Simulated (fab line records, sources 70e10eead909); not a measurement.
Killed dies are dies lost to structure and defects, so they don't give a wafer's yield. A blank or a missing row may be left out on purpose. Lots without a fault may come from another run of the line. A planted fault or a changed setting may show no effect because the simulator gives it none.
Which tool did it? | flow nand_harc | 24 lots, 72 wafers sampled, at 6 steps of a route of 1302

WHAT THE GAUGES READ, wafer by wafer
The record holds no reading of a measuring or inspecting step that can be judged against a usual standard deviation.

WHICH TOOL RAN EACH LOT (tool, then ch and the chambers of the sampled wafers, then the start)
lot  | NHARC_A_STAIRCASE_CMP_152     | NHARC_A_STAIRCASE_DEP_471       | NHARC_A_SLIT_DEP_23             | NHARC_A_SLIT_ETCH_17             | NHARC_A_WL_FILL_CVD_03        | NHARC_A_WL_FILL_CMP_12
L074 | cmp-01 ch 0,1,2, day 19 03:01 | pecvd-01 ch 0,1,2, day 19 04:10 | pecvd-01 ch 0,1,2, day 19 16:33 | har_etch-01 ch 0,1, day 19 20:25 | cvd_w-02 ch 0,1, day 20 07:21 | cmp-03 ch 2,3, day 20 23:59
L075 | cmp-01 ch 2,3, day 19 12:12   | pecvd-03 ch 0,1, day 19 13:23   | pecvd-01 ch 0,2, day 20 01:55   | har_etch-01 ch 0,1, day 20 07:23 | cvd_w-02 ch 0,1, day 20 19:33 | cmp-03 ch 0,2,3, day 21 13:51
L076 | cmp-02 ch 1,2,3, day 19 12:35 | pecvd-03 ch 0,2, day 19 13:42   | pecvd-01 ch 0,1, day 20 02:05   | har_etch-02 ch 0,1, day 20 07:03 | cvd_w-01 ch 0,1, day 20 19:30 | cmp-03 ch 0,1,3, day 21 13:39
L078 | cmp-02 ch 1,3, day 20 04:10   | pecvd-01 ch 0,1,2, day 20 05:17 | pecvd-01 ch 0,1,2, day 20 18:29 | har_etch-01 ch 1, day 20 20:26   | cvd_w-02 ch 0,1, day 21 09:02 | cmp-03 ch 0,2, day 22 01:43
L077 | cmp-01 ch 0,3, day 20 07:00   | pecvd-02 ch 0,2, day 20 08:12   | pecvd-04 ch 0,1,2, day 20 22:16 | har_etch-02 ch 0,1, day 21 00:50 | cvd_w-02 ch 0,1, day 21 12:55 | cmp-03 ch 0,1,2, day 22 08:56
L079 | cmp-01 ch 1,2,3, day 20 10:32 | pecvd-03 ch 0,1,2, day 20 11:36 | pecvd-02 ch 0,1,2, day 20 22:40 | har_etch-01 ch 0,1, day 21 00:47 | cvd_w-01 ch 0,1, day 21 13:03 | cmp-03 ch 0,3, day 22 09:04
L080 | cmp-02 ch 1,2,3, day 20 22:10 | pecvd-03 ch 0,1,2, day 20 23:16 | pecvd-04 ch 0,1,2, day 21 16:19 | har_etch-02 ch 0,1, day 21 21:32 | cvd_w-01 ch 0,1, day 22 09:45 | cmp-01 ch 0,2,3, day 23 04:18
L081 | cmp-03 ch 0,1,3, day 20 22:49 | pecvd-01 ch 1,2, day 20 23:58   | pecvd-04 ch 0,1, day 21 14:42   | har_etch-02 ch 0,1, day 21 17:40 | cvd_w-01 ch 0,1, day 22 05:51 | cmp-03 ch 1,2, day 22 22:41
L082 | cmp-02 ch 1,2, day 22 09:51   | pecvd-01 ch 0,2, day 22 11:09   | pecvd-02 ch 0,1, day 22 23:48   | har_etch-01 ch 0,1, day 23 05:17 | cvd_w-02 ch 0, day 23 17:27   | cmp-03 ch 1,2, day 24 10:52
L083 | cmp-03 ch 0,2,3, day 22 09:54 | pecvd-03 ch 0,1, day 22 11:08   | pecvd-04 ch 1,2, day 22 23:45   | har_etch-02 ch 0,1, day 23 01:45 | cvd_w-02 ch 0,1, day 23 14:29 | cmp-01 ch 0,1,3, day 24 06:53
L085 | cmp-02 ch 0,2,3, day 23 07:23 | pecvd-01 ch 0,1,2, day 23 08:29 | pecvd-04 ch 0,2, day 23 20:46   | har_etch-01 ch 0,1, day 24 00:05 | cvd_w-01 ch 0,1, day 24 11:27 | cmp-04 ch 0,1,3, day 25 04:08
L084 | cmp-01 ch 0,2,3, day 23 07:28 | pecvd-03 ch 0,1,2, day 23 08:35 | pecvd-04 ch 0,1, day 23 20:34   | har_etch-02 ch 0,1, day 23 23:17 | cvd_w-02 ch 0,1, day 24 11:27 | cmp-01 ch 0,1,3, day 25 04:11
L087 | cmp-02 ch 1,2, day 24 00:26   | pecvd-02 ch 1,2, day 24 01:37   | pecvd-02 ch 0,1, day 24 18:58   | har_etch-02 ch 0,1, day 24 20:56 | cvd_w-02 ch 0,1, day 25 09:38 | cmp-03 ch 0,1, day 26 04:21
L086 | cmp-03 ch 1,2, day 24 00:40   | pecvd-02 ch 1,2, day 24 01:49   | pecvd-01 ch 0,1, day 24 19:46   | har_etch-01 ch 0,1, day 24 22:20 | cvd_w-01 ch 0,1, day 25 09:51 | cmp-01 ch 1,2, day 26 04:21
L088 | cmp-01 ch 2,3, day 25 00:38   | pecvd-03 ch 0,1, day 25 01:48   | pecvd-04 ch 0,1, day 25 17:32   | har_etch-02 ch 0,1, day 25 21:26 | cvd_w-01 ch 0,1, day 26 08:17 | cmp-01 ch 1,2,3, day 27 01:00
L089 | cmp-02 ch 0,1,2, day 25 00:46 | pecvd-01 ch 0,2, day 25 01:52   | pecvd-01 ch 0,2, day 25 17:35   | har_etch-01 ch 0,1, day 25 21:37 | cvd_w-02 ch 0,1, day 26 12:56 | cmp-04 ch 1,3, day 27 10:03
L091 | cmp-01 ch 0,2,3, day 25 10:54 | pecvd-02 ch 0,1,2, day 25 12:01 | pecvd-04 ch 0,1, day 26 02:01   | har_etch-02 ch 0,1, day 26 04:00 | cvd_w-02 ch 0,1, day 26 16:51 | cmp-01 ch 1,3, day 27 06:52
L090 | cmp-02 ch 0,1,3, day 25 10:55 | pecvd-01 ch 0,1,2, day 25 12:03 | pecvd-01 ch 0,2, day 26 02:12   | har_etch-01 ch 0,1, day 26 04:25 | cvd_w-01 ch 0,1, day 26 16:33 | cmp-01 ch 1,3, day 27 09:55
L092 | cmp-03 ch 0,1,2, day 26 04:06 | pecvd-02 ch 0,1,2, day 26 05:20 | pecvd-01 ch 0,2, day 26 22:51   | har_etch-01 ch 0,1, day 27 01:31 | cvd_w-01 ch 0,1, day 27 13:43 | cmp-04 ch 1,2,3, day 28 07:32
L093 | cmp-02 ch 1,2,3, day 27 05:02 | pecvd-03 ch 0,1,2, day 27 06:13 | pecvd-02 ch 1,2, day 27 19:43   | har_etch-02 ch 0,1, day 27 22:25 | cvd_w-02 ch 0,1, day 28 10:32 | cmp-03 ch 0,2,3, day 29 09:10
L095 | cmp-01 ch 0,1,2, day 27 05:11 | pecvd-01 ch 1,2, day 27 06:22   | pecvd-01 ch 0,1,2, day 27 20:04 | har_etch-01 ch 0,1, day 28 00:46 | cvd_w-01 ch 0,1, day 28 13:55 | cmp-04 ch 0,1,3, day 29 09:17
L094 | cmp-03 ch 1,2,3, day 27 05:26 | pecvd-03 ch 0,1,2, day 27 06:39 | pecvd-04 ch 0,2, day 27 23:27   | har_etch-01 ch 0,1, day 28 05:10 | cvd_w-02 ch 0,1, day 28 18:32 | cmp-01 ch 0,2, day 29 09:25
L096 | cmp-01 ch 0,2,3, day 27 23:41 | pecvd-03 ch 0,1,2, day 28 00:46 | pecvd-04 ch 0,1,2, day 28 17:55 | har_etch-01 ch 0,1, day 28 19:55 | cvd_w-01 ch 0,1, day 29 08:38 | cmp-04 ch 0,1,3, day 30 02:16
L097 | cmp-03 ch 0,1,2, day 29 00:09 | pecvd-03 ch 0,1,2, day 29 01:14 | pecvd-02 ch 0,1,2, day 29 18:26 | har_etch-02 ch 0,1, day 29 20:49 | cvd_w-02 ch 0,1, day 30 09:10 | cmp-03 ch 1,2,3, day 31 04:16
- NHARC_A_STAIRCASE_CMP_152: polishes.
- NHARC_A_STAIRCASE_DEP_471: deposits SiO2, target thk 100 nm.
- NHARC_A_SLIT_DEP_23: deposits SiON, target thk 100 nm.
- NHARC_A_SLIT_ETCH_17: etches the open film in C4F8/O2/Ar, time 4254.5 s, target depth 20300 nm.
- NHARC_A_WL_FILL_CVD_03: deposits W, target thk 40 nm, time 279 s.
- NHARC_A_WL_FILL_CMP_12: polishes, t overpolish 30 s, target thk 100 nm.

WHAT THE TOOLS THEMSELVES READ (means of the sampled wafers that have a number; where no wafer has one, the mark that the record gives instead)
NHARC_A_STAIRCASE_CMP_152. Usual: motor_current_A 12.3 A, standard deviation 0.86.
lot  | tool   | motor_current_A (A) | flag
L074 | cmp-01 | 11.4                |
L075 | cmp-01 | 11.8                |
L076 | cmp-02 | 13.0                |
L078 | cmp-02 | 13.6                |
L077 | cmp-01 | 12.1                |
L079 | cmp-01 | 11.7                |
L080 | cmp-02 | 12.7                |
L081 | cmp-03 | 12.8                |
L082 | cmp-02 | 11.9                |
L083 | cmp-03 | 12.6                |
L085 | cmp-02 | 12.6                |
L084 | cmp-01 | 11.6                |
L087 | cmp-02 | 11.9                |
L086 | cmp-03 | 12.2                |
L088 | cmp-01 | 11.4                |
L089 | cmp-02 | 11.8                |
L091 | cmp-01 | 11.9                |
L090 | cmp-02 | 12.8                |
L092 | cmp-03 | 12.8                |
L093 | cmp-02 | 12.3                |
L095 | cmp-01 | 11.8                |
L094 | cmp-03 | 12.3                |
L096 | cmp-01 | 11.6                |
L097 | cmp-03 | 12.7                |

NHARC_A_STAIRCASE_DEP_471. Usual: heater_power_w 544 W, standard deviation 67; throttle_valve_pct 15.8 %, standard deviation 0.59.
lot  | tool     | heater_power_w (W) | throttle_valve_pct (%) | flag
L074 | pecvd-01 | 592                | 16.0                   |
L075 | pecvd-03 | 489                | 15.7                   |
L076 | pecvd-03 | 524                | 15.2                   |
L078 | pecvd-01 | 571                | 16.1                   |
L077 | pecvd-02 | 585                | 16.2                   |
L079 | pecvd-03 | 511                | 15.4                   |
L080 | pecvd-03 | 546                | 15.4                   |
L081 | pecvd-01 | 495                | 15.6                   |
L082 | pecvd-01 | 613                | 16.1                   |
L083 | pecvd-03 | 547                | 15.6                   |
L085 | pecvd-01 | 531                | 15.7                   |
L084 | pecvd-03 | 484                | 15.5                   |
L087 | pecvd-02 | 490                | 16.2                   |
L086 | pecvd-02 | 591                | 16.3                   |
L088 | pecvd-03 | 455                | 15.8                   |
L089 | pecvd-01 | 605                | 16.4                   |
L091 | pecvd-02 | 506                | 16.2                   |
L090 | pecvd-01 | 519                | 15.9                   |
L092 | pecvd-02 | 561                | 16.1                   |
L093 | pecvd-03 | 592                | 15.6                   |
L095 | pecvd-01 | 522                | 15.9                   |
L094 | pecvd-03 | 547                | 15.6                   |
L096 | pecvd-03 | 550                | 15.6                   |
L097 | pecvd-03 | 522                | 15.7                   |

NHARC_A_SLIT_DEP_23. Usual: heater_power_w 731 W, standard deviation 110.
lot  | tool     | heater_power_w (W) | flag
L074 | pecvd-01 | 777                |
L075 | pecvd-01 | 798                |
L076 | pecvd-01 | 813                |
L078 | pecvd-01 | 711                |
L077 | pecvd-04 | 668                |
L079 | pecvd-02 | 722                |
L080 | pecvd-04 | 702                |
L081 | pecvd-04 | 703                |
L082 | pecvd-02 | 752                |
L083 | pecvd-04 | 698                |
L085 | pecvd-04 | 797                |
L084 | pecvd-04 | 572                |
L087 | pecvd-02 | 710                |
L086 | pecvd-01 | 753                |
L088 | pecvd-04 | 702                |
L089 | pecvd-01 | 848                |
L091 | pecvd-04 | 749                |
L090 | pecvd-01 | 862                |
L092 | pecvd-01 | 847                |
L093 | pecvd-02 | 660                |
L095 | pecvd-01 | 757                |
L094 | pecvd-04 | 721                |
L096 | pecvd-04 | 674                |
L097 | pecvd-02 | 722                |

NHARC_A_SLIT_ETCH_17. Usual: drypump_motor_current_A 5.8 A, standard deviation 0.82; showerhead_plenum_p_Torr 3.62 Torr, standard deviation 0.19; throttle_valve_pct 32.045 %, standard deviation 0.0097.
lot  | tool        | drypump_motor_current_A (A) | showerhead_plenum_p_Torr (Torr) | throttle_valve_pct (%) | flag
L074 | har_etch-01 | 6.1                         | 3.50                            | 32.047                 |
L075 | har_etch-01 | 6.1                         | 3.49                            | 32.045                 |
L076 | har_etch-02 | 5.5                         | 3.83                            | 32.050                 |
L078 | har_etch-01 | 4.9                         | 3.44                            | 32.051                 |
L077 | har_etch-02 | 6.0                         | 3.73                            | 32.050                 |
L079 | har_etch-01 | 6.2                         | 3.49                            | 32.039                 |
L080 | har_etch-02 | 6.0                         | 3.72                            | 32.046                 |
L081 | har_etch-02 | 5.5                         | 3.81                            | 32.051                 |
L082 | har_etch-01 | 6.1                         | 3.47                            | 32.040                 |
L083 | har_etch-02 | 6.0                         | 3.71                            | 32.041                 |
L085 | har_etch-01 | 6.1                         | 3.47                            | 32.050                 |
L084 | har_etch-02 | 6.0                         | 3.70                            | 32.044                 |
L087 | har_etch-02 | 5.5                         | 3.79                            | 32.055                 |
L086 | har_etch-01 | 5.5                         | 3.43                            | 32.047                 |
L088 | har_etch-02 | 5.5                         | 3.78                            | 32.044                 |
L089 | har_etch-01 | 6.1                         | 3.45                            | 32.035                 |
L091 | har_etch-02 | 5.5                         | 3.78                            | 32.049                 |
L090 | har_etch-01 | 6.1                         | 3.45                            | 32.043                 |
L092 | har_etch-01 | 6.1                         | 3.45                            | 32.050                 |
L093 | har_etch-02 | 5.5                         | 3.76                            | 32.041                 |
L095 | har_etch-01 | 5.6                         | 3.78                            | 32.043                 |
L094 | har_etch-01 | 6.1                         | 3.62                            | 32.043                 |
L096 | har_etch-01 | 5.6                         | 3.77                            | 32.050                 |
L097 | har_etch-02 | 6.0                         | 3.66                            | 32.040                 |

NHARC_A_WL_FILL_CVD_03. Usual: heater_power_w 475 W, standard deviation 33; mfc_wf6_sccm 39.99 sccm, standard deviation 0.12; throttle_valve_pct 7.88 %, standard deviation 0.19.
lot  | tool     | heater_power_w (W) | mfc_wf6_sccm (sccm) | throttle_valve_pct (%) | flag
L074 | cvd_w-02 | 479                | 39.98               | 7.73                   |
L075 | cvd_w-02 | 499                | 40.07               | 7.80                   |
L076 | cvd_w-01 | 446                | 40.04               | 7.86                   |
L078 | cvd_w-02 | 496                | 40.18               | 7.77                   |
L077 | cvd_w-02 | 480                | 40.08               | 7.84                   |
L079 | cvd_w-01 | 469                | 39.98               | 7.91                   |
L080 | cvd_w-01 | 479                | 40.03               | 7.94                   |
L081 | cvd_w-01 | 443                | 39.81               | 7.95                   |
L082 | cvd_w-02 | 473                | 39.82               | 7.77                   |
L083 | cvd_w-02 | 485                | 39.91               | 7.93                   |
L085 | cvd_w-01 | 469                | 39.98               | 7.92                   |
L084 | cvd_w-02 | 496                | 40.05               | 7.98                   |
L087 | cvd_w-02 | 501                | 39.95               | 8.10                   |
L086 | cvd_w-01 | 472                | 39.89               | 7.89                   |
L088 | cvd_w-01 | 443                | 40.05               | 7.89                   |
L089 | cvd_w-02 | 502                | 40.03               | 7.95                   |
L091 | cvd_w-02 | 484                | 39.99               | 7.97                   |
L090 | cvd_w-01 | 468                | 39.98               | 7.96                   |
L092 | cvd_w-01 | 464                | 40.02               | 7.97                   |
L093 | cvd_w-02 | 488                | 40.10               | 7.72                   |
L095 | cvd_w-01 | 448                | 40.06               | 7.95                   |
L094 | cvd_w-02 | 487                | 39.94               | 7.72                   |
L096 | cvd_w-01 | 446                | 39.94               | 7.99                   |
L097 | cvd_w-02 | 494                | 39.87               | 7.62                   |

NHARC_A_WL_FILL_CMP_12. Usual: motor_current_A 12.0 A, standard deviation 0.81; overpolish_run_s 29.998 s, standard deviation 0.0083; time_to_endpoint_s 20.4 s, standard deviation 2.3.
lot  | tool   | motor_current_A (A) | overpolish_run_s (s) | time_to_endpoint_s (s) | flag
L074 | cmp-03 | 12.4                | 29.997               | 22.6                   |
L075 | cmp-03 | 12.4                | 29.987               | 20.8                   |
L076 | cmp-03 | 12.6                | 29.998               | 20.8                   |
L078 | cmp-03 | 12.3                | 30.002               | 20.2                   |
L077 | cmp-03 | 13.2                | 29.997               | 20.1                   |
L079 | cmp-03 | 12.7                | 30.000               | 19.7                   |
L080 | cmp-01 | 11.5                | 29.988               | 17.8                   |
L081 | cmp-03 | 12.1                | 29.998               | 20.8                   |
L082 | cmp-03 | 11.6                | 29.992               | 16.5                   |
L083 | cmp-01 | 12.3                | 30.007               | 18.6                   |
L085 | cmp-04 | 11.2                | 29.997               | 21.5                   |
L084 | cmp-01 | 12.0                | 30.000               | 21.3                   |
L087 | cmp-03 | 13.2                | 29.996               | 21.5                   |
L086 | cmp-01 | 11.5                | 29.993               | 23.2                   |
L088 | cmp-01 | 11.4                | 29.997               | 20.2                   |
L089 | cmp-04 | 11.2                | 29.999               | 19.7                   |
L091 | cmp-01 | 12.1                | 30.000               | 18.8                   |
L090 | cmp-01 | 11.8                | 29.994               | 20.9                   |
L092 | cmp-04 | 11.8                | 29.989               | 18.1                   |
L093 | cmp-03 | 12.3                | 29.988               | 21.1                   |
L095 | cmp-04 | 11.5                | 29.998               | 19.4                   |
L094 | cmp-01 | 12.0                | 30.002               | 21.9                   |
L096 | cmp-04 | 11.0                | 30.006               | 21.3                   |
L097 | cmp-03 | 11.9                | 29.997               | 18.3                   |

THE ANSWER, worked out from the rows above alone
Rule: a lot is off if the mean of its wafers that have a number lies more than 3 standard deviations from the usual mean. A lot without any number at a reading at which 4 lots or more have one is off too. The other lots that the step has rows for count as sound. The gauges are gone through in route order, then the tools' own readings, and for those a lot's mean is taken as printed above. The first step at which some lot is off is used, and at that step the reading that is off furthest; a lot without a number counts as furthest.
No lot is off at any reading shown: from this, nothing can be told.

WHAT THE SIMULATOR HAD PUT IN
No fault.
